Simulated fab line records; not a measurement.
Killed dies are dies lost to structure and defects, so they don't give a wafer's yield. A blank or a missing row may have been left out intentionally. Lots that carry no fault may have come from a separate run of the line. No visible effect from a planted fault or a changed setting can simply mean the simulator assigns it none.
fab line records	flow nand_harc
record lots=11	wafers=33	last_day=24
route steps=1159 shown P_STI@88 P_GATE@139 END@1159
lots untouched by any fault: they come from a run of this same line in which no faults occurred
start_h: start of the lot's first displayed wafer, in hours after the record's first day	wait_h: time in hours since the lot's previous step	" same as the row above	L1.1+2: a row that stands for several wafers	- no value, or no start was given	* or withheld: withheld	< > ~ a bound
route shown NAME@n: NAME is a module with steps in the file, n the number in the route of the first one	usual: mean and standard deviation over wafers with no fault	same: alike in all rows	chamber/n: place in a boat	sites: readings site by site	_std_site: standard deviation of those values	_edge_site: mean of outer sites minus mean of inner sites	radius_mm: for every site, how far away it sits from the centre of the wafer	mask NAME#n: copy n	behind: the most recent tool/chamber to have shaped the wafer	hold: why the lot went on hold/how many hours it stayed there/how the hold came to an end	device: transistor that didn't switch, given as n, p or np	end of line: the route-end tests of the same wafers	for a step that has no rows: nothing shown but its recipe	killed: the dies lost at the first sort to structure and to defects; this is not the yield of the wafer	map: the dies of a wafer, with x for killed, . for not killed, _ for no die there
set.NAME: the setting as run; set.NAME@STEP: as run at that earlier step	model.NAME: the simulator's own value behind a step, which no gauge read
route steps across a sampled set of lots; one table per step, one row per wafer
services: the hour from which a tool's chamber was out of use, counted from the record's first day as start_h (under 0 if before that day), plus the number of hours and why
## steps
# step NHARC_P_STI_ETCH_42
# recipe target_depth_a=800	overetch_a=240	time_s=61	ion_energy_ev=200	n2_flow_sccm=150	h2_flow_sccm=150	ar_flow_sccm=0	rf_w=400	bias_w=150	chemistry=N2/H2
# usual drypump_motor_current_A=5.5/0.55	oes_product_au=0.999/0.013	rf_vpp_V=431.1/2.2	showerhead_plenum_p_Torr=2.06/0.077	throttle_valve_pct=14.171/0.0092
lot.wafer	tool	chamber	start_h	wait_h	drypump_motor_current_A	oes_product_au	rf_hours_counter_h	rf_vpp_V	showerhead_plenum_p_Torr	throttle_valve_pct
L852.1	rie_diel-12	1	39.38	0.1	5.6	1.008	0.9	430.7	2.05	14.178
L852.6	"	2	"	"	4.9	0.984	-	433.5	2.19	14.172
L852.5	"	3	"	"	5.4	1.015	-	429.4	2.00	14.180
L853.4	rie_diel-09	2	39.52	0.1	5.5	1.002	4.7	435.9	2.21	14.166
L853.3	"	3	"	"	5.2	1.009	4.1	429.5	2.00	14.163
L853.2	"	1	"	"	6.3	1.005	4.4	431.4	2.08	14.169
L854.4	rie_diel-10	1	47.56	0.1	5.3	0.979	1.2	431.2	2.03	14.164
L854.2	"	2	"	"	4.8	1.002	0.6	430.5	2.09	14.173
L854.1	"	0	"	"	6.5	1.023	1.1	427.8	1.95	14.181
L857.3	rie_diel-09	0	65.26	0.1	6.6	0.980	5.0	430.9	2.03	14.205
L857.2	"	1	"	"	6.3	0.996	5.4	430.8	2.08	14.173
L857.6	"	3	"	"	5.2	1.000	-	429.6	1.99	14.155
L861.2	rie_diel-10	3	89.33	0.1	5.2	0.972	2.2	434.5	2.14	14.159
L861.6	"	1	"	"	5.3	0.989	-	430.5	2.03	14.156
L861.5	"	2	"	"	4.8	0.980	-	432.5	2.09	14.167
L862.1	rie_diel-12	3	94.89	0.1	5.4	1.000	4.6	429.6	1.99	14.163
L862.4	"	1	"	"	5.5	1.009	4.8	429.9	2.05	14.165
L862.5	"	0	"	"	5.9	0.987	-	430.3	2.00	14.157
L865.2	rie_diel-12	2	114.79	0.1	4.9	0.999	5.1	433.0	2.19	14.186
L865.3	"	3	"	"	5.4	1.014	5.9	428.6	1.99	14.164
L865.4	"	0	"	"	5.9	0.989	6.3	428.2	2.00	14.159
L866.1	rie_diel-10	1	119.41	0.1	5.3	0.991	3.0	430.1	2.03	14.156
L866.5	"	0	"	"	6.5	1.015	-	429.1	1.95	14.163
L866.4	"	1	"	"	5.3	0.991	-	428.9	2.03	14.179
L872.1	rie_diel-09	2	151.68	0.1	5.5	0.996	2.5	434.8	2.20	14.159
L872.6	"	2	"	"	5.5	0.996	-	434.0	2.20	14.171
L872.4	"	1	"	"	6.3	0.998	-	431.8	2.08	14.174
L873.2	rie_diel-10	2	162.96	0.1	4.8	0.994	2.7	430.7	2.09	14.172
L873.3	"	3	"	"	5.1	0.981	4.0	434.6	2.14	14.168
L873.6	"	3	"	"	5.1	0.983	-	432.8	2.14	14.161
L875.3	rie_diel-12	3	173.04	0.1	5.4	1.018	10.2	429.1	1.99	14.166
L875.2	"	0	"	"	5.9	1.002	8.4	430.2	2.00	14.173
L875.5	"	1	"	"	5.5	0.995	-	431.3	2.05	14.174
# step NHARC_P_STI_CD_MEAS_16
# usual cd_nm=200/3.6
lot.wafer	tool	chamber	start_h	wait_h	cd_nm
L852.1	cd_sem-01	-	39.71	-	194
L852.5	"	-	"	"	196
L852.6	"	-	"	"	197
L853.2	cd_sem-02	-	39.88	-	203
L853.3	"	-	"	"	202
L853.4	"	-	"	"	201
L854.1	cd_sem-03	-	47.91	-	197
L854.2	"	-	"	"	201
L854.4	"	-	"	"	200
L857.2	cd_sem-01	-	65.61	-	201
L857.3	"	-	"	"	195
L857.6	"	-	"	"	198
L861.2	cd_sem-02	-	89.68	-	199
L861.5	"	-	"	"	208
L861.6	"	-	"	"	202
L862.1	cd_sem-01	-	95.27	-	197
L862.4	"	-	"	"	199
L862.5	"	-	"	"	196
L865.2	cd_sem-02	-	115.14	-	196
L865.3	"	-	"	"	198
L865.4	"	-	"	"	198
L866.1	cd_sem-01	-	119.78	-	200
L866.4	"	-	"	"	196
L866.5	"	-	"	"	196
L872.1	cd_sem-01	-	152.05	-	208
L872.4	"	-	"	"	207
L872.6	"	-	"	"	207
L873.2	cd_sem-01	-	163.32	-	200
L873.3	"	-	"	"	199
L873.6	"	-	"	"	197
L875.2	cd_sem-03	-	173.38	-	196
L875.3	"	-	"	"	199
L875.5	"	-	"	"	199
# step NHARC_P_GATE_PEB_24
# recipe peb_temp_c=100	peb_time_s=65
# usual heater_power_total_W=156.6/0.39	plate_temp_C=100.01/0.12	resist_line_temp_C=23.00/0.091
lot.wafer	tool	chamber	start_h	wait_h	heater_power_total_W	plate_temp_C	resist_line_temp_C
L852.1	litho_track-06	0	93.87	0.1	157.0	99.91	22.95
L852.5	"	0	"	"	157.1	100.03	23.10
L852.6	"	0	"	"	156.7	99.93	22.97
L853.2	litho_track-06	0	94.65	0.1	156.0	100.08	23.14
L853.3	"	0	"	"	156.5	99.83	22.96
L853.4	"	0	"	"	156.5	99.96	23.12
L854.1	litho_track-04	0	98.35	0.1	157.1	100.12	22.99
L854.2	"	0	"	"	156.8	99.89	22.96
L854.4	"	0	"	"	157.1	99.98	23.01
L857.2	litho_track-04	0	114.84	0.1	156.5	100.24	22.94
L857.3	"	0	"	"	157.2	100.24	22.89
L857.6	"	0	"	"	156.6	100.18	22.88
L861.2	litho_track-01	0	143.51	0.1	149.8	97.14	22.96
L861.5	"	0	"	"	150.5	97.02	22.94
L861.6	"	0	"	"	150.9	97.27	22.98
L862.1	litho_track-01	0	147.57	0.1	150.7	96.98	22.97
L862.4	"	0	"	"	150.5	96.94	22.98
L862.5	"	0	"	"	150.1	96.95	23.14
L865.2	litho_track-06	0	163.51	0.1	156.2	100.32	23.06
L865.3	"	0	"	"	157.0	99.88	23.06
L865.4	"	0	"	"	157.1	99.91	23.05
L866.1	litho_track-06	0	170.78	0.1	157.0	99.97	23.03
L866.4	"	0	"	"	156.4	99.90	23.08
L866.5	"	0	"	"	156.0	100.03	22.96
L872.1	litho_track-06	0	201.39	0.1	156.8	100.04	22.84
L872.4	"	0	"	"	156.9	100.19	22.94
L872.6	"	0	"	"	156.5	99.90	23.05
L873.2	litho_track-04	0	219.85	0.1	157.1	99.98	22.98
L873.3	"	0	"	"	156.5	99.87	23.07
L873.6	"	0	"	"	157.1	99.97	23.09
L875.2	litho_track-04	0	229.15	0.1	156.5	99.94	23.08
L875.3	"	0	"	"	157.1	99.93	22.96
L875.5	"	0	"	"	156.5	99.98	23.20
# step NHARC_P_GATE_CD_MEAS_26
# recipe target_cd_nm=120	landing_energy_ev=500
# usual cd_nm=119.7/0.79
lot.wafer	tool	chamber	start_h	wait_h	hold	cd_nm
L852.1	cd_sem-02	0	93.95	-	-	120.2
L852.5	"	0	"	"	-	119.6
L852.6	"	0	"	"	-	120.3
L853.2	cd_sem-02	0	94.73	-	-	119.7
L853.3	"	0	"	"	-	121.1
L853.4	"	0	"	"	-	120.1
L854.1	cd_sem-01	0	98.43	-	-	119.9
L854.2	"	0	"	"	-	119.4
L854.4	"	0	"	"	-	120.1
L857.2	cd_sem-01	0	114.92	-	-	119.9
L857.3	"	0	"	"	-	120.7
L857.6	"	0	"	"	-	120.2
L861.2	cd_sem-01	0	143.59	-	await_dispo/0.2h/release	129.6
L861.5	"	0	"	"	await_dispo/0.2h/release	129.0
L861.6	"	0	"	"	await_dispo/0.2h/release	130.3
L861.2	cd_sem-01	0	-	-	-	129.6
L861.5	"	0	"	"	-	129.1
L861.6	"	0	"	"	-	129.8
L862.1	cd_sem-03	0	147.65	-	await_dispo/0.2h/release	130.1
L862.4	"	0	"	"	await_dispo/0.2h/release	129.7
L862.5	"	0	"	"	await_dispo/0.2h/release	130.6
L862.1	cd_sem-03	0	-	-	-	130.3
L862.4	"	0	"	"	-	130.3
L862.5	"	0	"	"	-	130.3
L865.2	cd_sem-03	0	163.59	-	-	119.7
L865.3	"	0	"	"	-	119.5
L865.4	"	0	"	"	-	120.2
L866.1	cd_sem-02	0	170.86	-	-	120.0
L866.4	"	0	"	"	-	120.1
L866.5	"	0	"	"	-	120.6
L872.1	cd_sem-02	0	201.46	-	-	119.7
L872.4	"	0	"	"	-	119.4
L872.6	"	0	"	"	-	120.5
L873.2	cd_sem-02	0	219.93	-	-	120.4
L873.3	"	0	"	"	-	119.6
L873.6	"	0	"	"	-	120.3
L875.2	cd_sem-01	0	229.24	-	-	119.9
L875.3	"	0	"	"	-	119.4
L875.5	"	0	"	"	-	119.5
# step NHARC_P_GATE_STRIP_101
# recipe time_s=20	o2_flow_sccm=500	ar_flow_sccm=0	bias_w=0	chemistry=O2
# usual drypump_motor_current_A=5.6/0.32	oes_product_au=0.998/0.013	rf_vpp_V=57.6/0.93	showerhead_plenum_p_Torr=3.45/0.13	throttle_valve_pct=17.038/0.0094
lot.wafer	tool	chamber	start_h	wait_h	drypump_motor_current_A	oes_product_au	rf_hours_counter_h	rf_vpp_V	showerhead_plenum_p_Torr	throttle_valve_pct
L852.1	rie_diel-11	1	105.11	0.1	5.8	0.989	15	57.7	3.46	17.058
L852.6	"	1	"	"	5.8	0.975	-	57.5	3.46	17.035
L852.5	"	2	"	"	5.2	0.990	-	58.1	3.50	17.020
L853.4	rie_diel-11	1	106.00	0.2	5.8	0.988	15	55.8	3.46	17.033
L853.2	"	2	"	"	5.2	0.987	15	58.3	3.50	17.035
L853.3	"	3	"	"	5.1	0.999	15	55.9	3.38	17.024
L854.4	rie_diel-11	0	109.53	0.1	5.6	1.015	14	56.5	3.30	17.029
L854.2	"	1	"	"	5.8	0.993	16	57.6	3.46	17.040
L854.1	"	2	"	"	5.2	0.993	16	58.4	3.49	17.057
L857.3	rie_diel-11	1	125.95	0.1	5.8	0.997	19	57.9	3.46	17.031
L857.2	"	2	"	"	5.2	1.002	19	58.5	3.49	17.034
L857.6	"	3	"	"	5.1	0.999	-	57.7	3.37	17.026
L862.1	rie_diel-05	0	170.66	0.2	5.6	1.001	55	57.8	3.39	17.030
L862.4	"	1	"	"	5.4	0.997	59	58.2	3.51	17.033
L862.5	"	3	"	"	5.4	1.024	-	57.1	3.27	17.040
L865.4	rie_diel-11	2	174.64	0.1	5.2	1.005	27	59.1	3.49	17.038
L865.3	"	3	"	"	5.1	1.011	27	56.9	3.37	17.049
L865.2	"	0	"	"	5.6	1.018	26	57.6	3.30	17.037
L861.2	rie_diel-05	0	180.55	9.6	5.6	1.019	53	56.9	3.39	17.031
L861.6	"	1	"	"	5.4	0.988	-	57.1	3.51	17.036
L861.5	"	2	"	"	5.7	1.003	-	59.4	3.74	17.051
L866.4	rie_diel-06	2	182.01	0.1	6.1	0.996	43	57.8	3.42	17.027
L866.1	"	0	"	"	5.4	1.004	43	58.0	3.31	17.048
L866.5	"	1	"	"	6.1	0.988	-	58.1	3.56	17.049
L872.1	rie_diel-11	0	212.56	0.1	5.6	1.013	3	55.9	3.29	17.032
L872.4	"	2	"	"	5.2	1.002	3	58.7	3.49	17.027
L872.6	"	0	"	"	5.7	1.020	-	57.5	3.29	17.041
L873.2	rie_diel-11	0	230.83	0.1	5.6	1.014	6	58.5	3.29	17.035
L873.3	"	1	"	"	5.8	0.997	6	57.6	3.45	17.044
L873.6	"	0	"	"	5.6	1.020	-	57.4	3.29	17.047
L875.2	rie_diel-05	0	240.34	0.1	5.6	0.977	18	56.9	3.37	17.046
L875.3	"	2	"	"	5.7	1.001	21	58.7	3.72	17.021
L875.5	"	3	"	"	5.4	0.988	-	59.0	3.80	17.032
# step NHARC_END_SORT_01
# recipe temp_c=25
# usual killed_at_array=24/8.4	killed_at_other=0.7/1.1	killed_at_periphery=2.9/1.7	killed_dies=27/8.6	killed_open=3.3/1.8	killed_short=1.8/1.4
# same gross_dies=677
lot.wafer	tool	chamber	start_h	wait_h	hold	killed_at_array	killed_at_other	killed_at_periphery	killed_dies	killed_open	killed_short
L857.2	prober-02	0	451.13	2.8	-	16	0	5	21	1	3
L857.3	prober-02	0	451.94	3.1	-	9	0	5	14	3	2
L857.6	prober-02	0	454.35	4.0	-	13	0	3	16	1	3
L852.1	prober-01	0	455.42	2.5	-	23	0	3	26	4	0
L852.5	prober-01	0	458.58	3.7	-	29	0	1	30	4	2
L852.6	prober-01	0	459.37	3.9	-	14	0	1	15	1	1
L853.2	prober-02	0	458.92	2.8	-	25	0	6	31	5	0
L853.3	prober-02	0	459.72	3.1	-	34	2	1	37	2	5
L853.4	prober-02	0	460.52	3.4	-	24	0	2	26	4	1
L854.1	prober-01	0	463.16	2.5	-	13	1	1	15	1	3
L854.2	prober-01	0	463.96	2.8	-	17	0	1	18	6	2
L854.4	prober-01	0	465.57	3.4	-	16	0	3	19	5	3
L865.2	prober-01	0	508.73	2.8	-	29	4	1	34	1	4
L865.3	prober-01	0	509.52	3.1	-	22	0	2	24	2	0
L865.4	prober-01	0	510.31	3.4	-	26	1	4	31	4	1
L866.1	prober-01	0	515.60	2.4	-	30	5	2	37	4	2
L866.4	prober-01	0	518.01	3.4	-	37	3	3	43	5	2
L866.5	prober-01	0	518.81	3.7	-	29	5	4	38	4	2
L861.2	prober-01	0	525.82	2.8	await_dispo/1.5h/release	28	0	5	33	5	4
L861.5	prober-01	0	528.24	3.7	await_dispo/1.5h/release	28	0	7	35	1	2
L861.6	prober-01	0	529.04	4.0	await_dispo/1.5h/release	34	0	7	41	6	0
L862.1	prober-02	0	530.80	2.5	await_dispo/1.5h/release	37	1	8	46	4	1
L862.4	prober-02	0	533.22	3.4	await_dispo/1.5h/release	26	0	4	30	5	4
L862.5	prober-02	0	534.02	3.7	await_dispo/1.5h/release	34	0	8	42	8	6
L872.1	prober-02	0	549.33	2.5	-	31	1	4	36	4	2
L872.4	prober-02	0	551.75	3.4	-	36	0	4	40	2	3
L872.6	prober-02	0	553.35	4.0	-	39	0	5	44	7	4
L873.2	prober-01	0	568.07	2.8	-	31	0	2	33	4	3
L873.3	prober-01	0	568.87	3.1	-	15	0	2	17	3	0
L873.6	prober-01	0	571.26	4.0	-	21	0	1	22	1	4
L875.2	prober-02	0	574.28	2.8	-	15	0	3	18	2	2
L875.3	prober-02	0	575.08	3.1	-	25	1	3	29	3	0
L875.5	prober-02	0	576.69	3.7	-	16	1	1	18	2	1
# killed by level:class
L857.2 A_STAIRCASE:chamber_film_flake=6 P_ZERO_WELL:chamber_film_flake=3 A_CHANNEL_HOLE_D1:chamber_film_flake=3 A_CONTACT:chamber_film_flake=3 P_M0:geometric_particle:open=1 P_M0:geometric_particle:short=1 A_CHANNEL_FILL_D1:geometric_particle:short=1 A_WL_FILL:geometric_particle:short=1
L857.3 A_STAIRCASE:chamber_film_flake=3 P_ZERO_WELL:chamber_film_flake=2 A_CONTACT:chamber_film_flake=2 P_CONTACT:geometric_particle:open=1 P_M0:geometric_particle:open=1 A_CHANNEL_HOLE_D1:geometric_particle:short=1 A_WL_FILL:geometric_particle:short=1 A_CONTACT:geometric_particle:open=1
L857.6 A_STAIRCASE:chamber_film_flake=6 A_CHANNEL_FILL_D1:geometric_particle:short=3 P_STI:chamber_film_flake=2 A_ZERO_WELL:chamber_film_flake=2 A_CHANNEL_FILL_D1:geometric_particle:open=1 P_ZERO_WELL:chamber_film_flake=1 A_CHANNEL_HOLE_D1:chamber_film_flake=1
L852.1 A_SLIT:chamber_film_flake=12 A_CONTACT:chamber_film_flake=4 A_WL_FILL:geometric_particle:open=2 P_STI:chamber_film_flake=2 A_STAIRCASE:chamber_film_flake=2 A_STAIRCASE:geometric_particle:open=1 A_M0:geometric_particle:open=1 P_GATE:chamber_film_flake=1
L852.5 A_SLIT:chamber_film_flake=16 A_STAIRCASE:chamber_film_flake=3 A_CONTACT:chamber_film_flake=3 A_ONON_D1:geometric_particle:open=1 A_SGD_CUT:geometric_particle:short=1 A_WL_FILL:geometric_particle:short=1 A_CONTACT:geometric_particle:open=1 A_BLC:geometric_particle:open=1
L853.2 A_CHANNEL_HOLE_D1:chamber_film_flake=7 A_CONTACT:chamber_film_flake=7 A_STAIRCASE:chamber_film_flake=6 A_CONTACT:geometric_particle:open=2 P_STI:chamber_film_flake=2 A_ZERO_WELL:chamber_film_flake=2 P_STI:geometric_particle:open=1 P_GATE:geometric_particle:open=1
L852.6 A_SLIT:chamber_film_flake=5 A_CHANNEL_HOLE_D1:chamber_film_flake=3 A_CONTACT:chamber_film_flake=3 A_ONON_D1:geometric_particle:short=1 A_BLC:geometric_particle:open=1 P_STI:chamber_film_flake=1 A_STAIRCASE:chamber_film_flake=1
L853.3 A_CHANNEL_HOLE_D1:chamber_film_flake=12 A_STAIRCASE:chamber_film_flake=8 A_CONTACT:chamber_film_flake=6 A_ONON_D1:geometric_particle:short=2 A_SLIT:chamber_film_flake=2 P_STI:geometric_particle:open=1 A_WL_FILL:geometric_particle:short=1 A_CONTACT:geometric_particle:short=1
L853.4 A_STAIRCASE:chamber_film_flake=8 A_CHANNEL_HOLE_D1:chamber_film_flake=7 A_SLIT:chamber_film_flake=3 P_M0:geometric_particle:open=2 A_ZERO_WELL:chamber_film_flake=2 A_STAIRCASE:geometric_particle:short=1 A_WL_FILL:geometric_particle:open=1 A_CONTACT:geometric_particle:open=1
L854.1 A_SGD_CUT:chamber_film_flake=4 A_M0:geometric_particle:short=2 A_M0:chamber_film_flake=2 A_CHANNEL_FILL_D1:geometric_particle:open=1 A_BLC:geometric_particle:short=1 P_ZERO_WELL:chamber_film_flake=1 A_CHANNEL_FILL_D1:chamber_film_flake=1 A_STAIRCASE:chamber_film_flake=1
L854.2 A_SGD_CUT:chamber_film_flake=4 A_CONTACT:geometric_particle:open=3 A_CONTACT:chamber_film_flake=3 A_BLC:geometric_particle:short=2 P_GATE:geometric_particle:open=1 A_WL_FILL:geometric_particle:open=1 A_M0:geometric_particle:open=1 A_CHANNEL_FILL_D1:chamber_film_flake=1
L854.4 A_CONTACT:chamber_film_flake=4 A_STAIRCASE:chamber_film_flake=3 A_BLC:geometric_particle:open=2 P_STI:geometric_particle:open=1 P_M1:geometric_particle:short=1 P_M1:geometric_particle:open=1 A_CHANNEL_FILL_D1:geometric_particle:short=1 A_CHANNEL_FILL_D1:geometric_particle:open=1
L865.2 A_CHANNEL_HOLE_D1:chamber_film_flake=14 A_CONTACT:chamber_film_flake=7 THIN_TSV:chamber_film_flake=4 A_WL_FILL:chamber_film_flake=2 P_STI:geometric_particle:short=1 A_CHANNEL_FILL_D1:geometric_particle:short=1 A_WL_FILL:geometric_particle:short=1 A_CONTACT:geometric_particle:open=1
L865.3 A_CHANNEL_HOLE_D1:chamber_film_flake=14 A_CHANNEL_FILL_D1:chamber_film_flake=2 A_CONTACT:chamber_film_flake=2 P_M2:geometric_particle:open=1 A_CHANNEL_FILL_D1:geometric_particle:open=1 P_STI:chamber_film_flake=1 A_ZERO_WELL:chamber_film_flake=1 A_SLIT:chamber_film_flake=1
L865.4 A_CHANNEL_HOLE_D1:chamber_film_flake=16 P_ZERO_WELL:chamber_film_flake=2 A_CONTACT:chamber_film_flake=2 P_GATE:geometric_particle:open=1 A_ONON_D1:geometric_particle:open=1 A_ONON_D1:geometric_particle:short=1 A_SGD_CUT:geometric_particle:open=1 A_CONTACT:geometric_particle:open=1
L866.1 A_CHANNEL_HOLE_D1:chamber_film_flake=17 THIN_TSV:chamber_film_flake=5 A_STAIRCASE:chamber_film_flake=3 A_CONTACT:chamber_film_flake=3 A_ZERO_WELL:chamber_film_flake=2 P_M1:geometric_particle:open=1 A_ONON_D1:geometric_particle:short=1 A_WL_FILL:geometric_particle:open=1
L866.4 A_CHANNEL_HOLE_D1:chamber_film_flake=22 A_CONTACT:chamber_film_flake=5 THIN_TSV:chamber_film_flake=3 A_CHANNEL_FILL_D1:chamber_film_flake=2 A_STAIRCASE:chamber_film_flake=2 P_M0:geometric_particle:open=1 P_M2:geometric_particle:open=1 A_CHANNEL_HOLE_D1:geometric_particle:short=1
L866.5 A_CHANNEL_HOLE_D1:chamber_film_flake=19 THIN_TSV:chamber_film_flake=5 P_CONTACT:geometric_particle:open=2 A_WL_FILL:geometric_particle:short=2 A_ZERO_WELL:chamber_film_flake=2 A_CHANNEL_FILL_D1:chamber_film_flake=2 A_CHANNEL_HOLE_D1:geometric_particle:open=1 A_CONTACT:geometric_particle:open=1
L861.2 A_CHANNEL_HOLE_D1:chamber_film_flake=12 A_CONTACT:chamber_film_flake=5 P_GATE:area_peb=4 A_CONTACT:geometric_particle:open=3 A_CONTACT:geometric_particle:short=2 A_STAIRCASE:chamber_film_flake=2 P_CONTACT:geometric_particle:open=1 A_CHANNEL_FILL_D1:geometric_particle:short=1
L861.5 A_CHANNEL_HOLE_D1:chamber_film_flake=17 A_CONTACT:chamber_film_flake=5 A_STAIRCASE:chamber_film_flake=4 P_M0:geometric_particle:short=2 P_GATE:chamber_film_flake=2 A_WL_FILL:chamber_film_flake=2 P_CONTACT:geometric_particle:open=1 P_STI:chamber_film_flake=1
L861.6 A_CHANNEL_HOLE_D1:chamber_film_flake=21 P_GATE:area_peb=5 A_CONTACT:geometric_particle:open=4 A_M0:geometric_particle:open=2 A_STAIRCASE:chamber_film_flake=2 A_WL_FILL:chamber_film_flake=2 A_CONTACT:chamber_film_flake=2 P_STI:chamber_film_flake=1
L862.1 A_SLIT:chamber_film_flake=14 A_STAIRCASE:chamber_film_flake=9 A_CONTACT:chamber_film_flake=6 P_GATE:area_peb=5 A_CONTACT:geometric_particle:open=2 P_ZERO_WELL:chamber_film_flake=2 A_WL_FILL:chamber_film_flake=2 P_GATE:geometric_particle:short=1
L862.4 A_SLIT:chamber_film_flake=7 A_CHANNEL_HOLE_D1:chamber_film_flake=5 A_STAIRCASE:chamber_film_flake=3 A_CHANNEL_HOLE_D1:geometric_particle:open=2 A_ZERO_WELL:chamber_film_flake=2 P_GATE:area_peb=2 P_M0:geometric_particle:open=1 A_CHANNEL_HOLE_D1:geometric_particle:short=1
L862.5 A_SLIT:chamber_film_flake=15 A_STAIRCASE:chamber_film_flake=4 P_M0:geometric_particle:open=3 A_CHANNEL_HOLE_D1:chamber_film_flake=3 P_M0:geometric_particle:short=2 A_SOURCE_PLATE:geometric_particle:short=2 A_CONTACT:geometric_particle:open=2 A_CONTACT:chamber_film_flake=2
L872.1 A_CHANNEL_HOLE_D1:chamber_film_flake=21 A_CONTACT:chamber_film_flake=5 A_CONTACT:geometric_particle:open=2 P_CONTACT:geometric_particle:open=1 P_CONTACT:geometric_particle:short=1 A_CONTACT:geometric_particle:short=1 THIN_TSV:geometric_particle:open=1 P_STI:chamber_film_flake=1
L872.4 A_CHANNEL_HOLE_D1:chamber_film_flake=24 A_CONTACT:chamber_film_flake=5 A_ZERO_WELL:chamber_film_flake=3 P_STI:chamber_film_flake=2 P_CONTACT:geometric_particle:short=1 P_CONTACT:geometric_particle:open=1 A_ONON_D1:geometric_particle:short=1 A_BLC:geometric_particle:short=1
L872.6 A_CHANNEL_HOLE_D1:chamber_film_flake=23 A_CONTACT:chamber_film_flake=4 A_CONTACT:geometric_particle:open=3 P_M0:geometric_particle:open=2 P_M2:geometric_particle:short=1 A_CHANNEL_HOLE_D1:geometric_particle:short=1 A_CHANNEL_HOLE_D1:geometric_particle:open=1 A_CHANNEL_FILL_D1:geometric_particle:short=1
L873.2 A_CONTACT:chamber_film_flake=13 A_CHANNEL_HOLE_D1:chamber_film_flake=9 A_WL_FILL:geometric_particle:short=3 A_STAIRCASE:chamber_film_flake=2 A_ONON_D1:geometric_particle:open=1 A_SGD_CUT:geometric_particle:open=1 A_M0:geometric_particle:open=1 A_M1:geometric_particle:open=1
L873.3 A_CHANNEL_HOLE_D1:chamber_film_flake=6 A_CONTACT:chamber_film_flake=4 A_CONTACT:geometric_particle:open=2 P_ZERO_WELL:chamber_film_flake=2 A_STAIRCASE:chamber_film_flake=2 A_CHANNEL_FILL_D1:geometric_particle:open=1
L873.6 A_CHANNEL_HOLE_D1:chamber_film_flake=8 A_CONTACT:chamber_film_flake=7 A_M0:geometric_particle:short=2 A_ONON_D1:geometric_particle:short=1 A_CONTACT:geometric_particle:short=1 A_BLC:geometric_particle:open=1 P_ZERO_WELL:chamber_film_flake=1 A_STAIRCASE:chamber_film_flake=1
L875.2 A_CHANNEL_HOLE_D1:chamber_film_flake=5 A_CONTACT:chamber_film_flake=4 P_ZERO_WELL:chamber_film_flake=3 A_STAIRCASE:chamber_film_flake=2 A_CHANNEL_HOLE_D1:geometric_particle:open=1 A_M0:geometric_particle:short=1 A_M0:geometric_particle:open=1 A_M1:geometric_particle:short=1
L875.3 A_CHANNEL_HOLE_D1:chamber_film_flake=12 A_CONTACT:chamber_film_flake=8 P_ZERO_WELL:chamber_film_flake=3 A_WL_FILL:geometric_particle:open=2 A_STAIRCASE:chamber_film_flake=2 A_CHANNEL_FILL_D1:geometric_particle:open=1 THIN_TSV:chamber_film_flake=1
L875.5 A_CHANNEL_HOLE_D1:chamber_film_flake=6 A_STAIRCASE:chamber_film_flake=4 A_CONTACT:chamber_film_flake=3 A_SLIT:geometric_particle:open=1 A_WL_FILL:geometric_particle:short=1 A_WL_FILL:geometric_particle:open=1 P_ZERO_WELL:chamber_film_flake=1 THIN_TSV:chamber_film_flake=1
## services
tool	chamber	start_h	hours	kind
rie_diel-12	-	25.40	9.0	pm
rie_diel-09	-	40.06	1.1	repair
rie_diel-11	0	42.20	9.4	repair
rie_diel-12	2	47.65	11.7	repair
rie_diel-10	2	59.10	22.0	repair
rie_diel-09	3	66.56	1.6	repair
rie_diel-11	-	69.80	1.6	repair
rie_diel-09	-	77.10	9.0	pm
rie_diel-10	2	106.30	16.7	repair
rie_diel-05	-	115.10	0.3	repair
rie_diel-05	0	115.43	4.8	repair
litho_track-06	-	117.00	7.0	pm
rie_diel-10	3	124.63	5.4	repair
rie_diel-09	0	135.45	3.0	repair
litho_track-04	-	141.00	7.0	pm
rie_diel-09	3	141.04	26.2	repair
rie_diel-12	0	143.87	17.7	repair
rie_diel-05	-	171.54	9.0	pm
rie_diel-10	0	172.52	5.4	repair
rie_diel-10	-	176.50	9.0	pm
rie_diel-11	-	185.61	0.6	repair
rie_diel-11	-	189.50	9.0	pm
rie_diel-12	-	202.40	9.0	pm
rie_diel-12	-	235.82	0.7	repair
## key
first_sign step=NHARC_P_GATE_PEB_24	reading=plate_temp_C	direction=down	sigmas=25	usual=*	struck=*
effect step=NHARC_P_GATE_PEB_24	reading=heater_power_total_W	direction=down	sigmas=16	usual=*	struck=*
effect step=NHARC_P_GATE_CD_MEAS_26	reading=visit	direction=added
effect step=NHARC_P_GATE_CD_MEAS_26	reading=cd_nm	direction=up	sigmas=13	usual=119.7	struck=129.9
effect step=NHARC_END_SORT_01	reading=killed_at_periphery	direction=up	sigmas=2.1	usual=2.9	struck=6.5	wafers_moved=3
met_at NHARC_P_GATE_PEB_24
struck_lots L861,L862
tester_left_out L861,L862
not_acting_at NHARC_P_STI_ETCH_42,NHARC_P_STI_CD_MEAS_16,NHARC_P_GATE_STRIP_101
fault kind=process_parameter_drift	tool=litho_track-01	chamber=-	onset_h=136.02	steps=NHARC_P_GATE_PEB_24	channel=peb_temp_c	offset=*	shape=step	end_h=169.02	acts_in=*	stated=*
# tester_left_out: of these lots the tester's yield and bins aren't shown, on N5 and GAA mostly nor the transistor test; their killed dies are dies lost to structure and defects alone, not to doping, threshold or leakage, so they don't give the yield
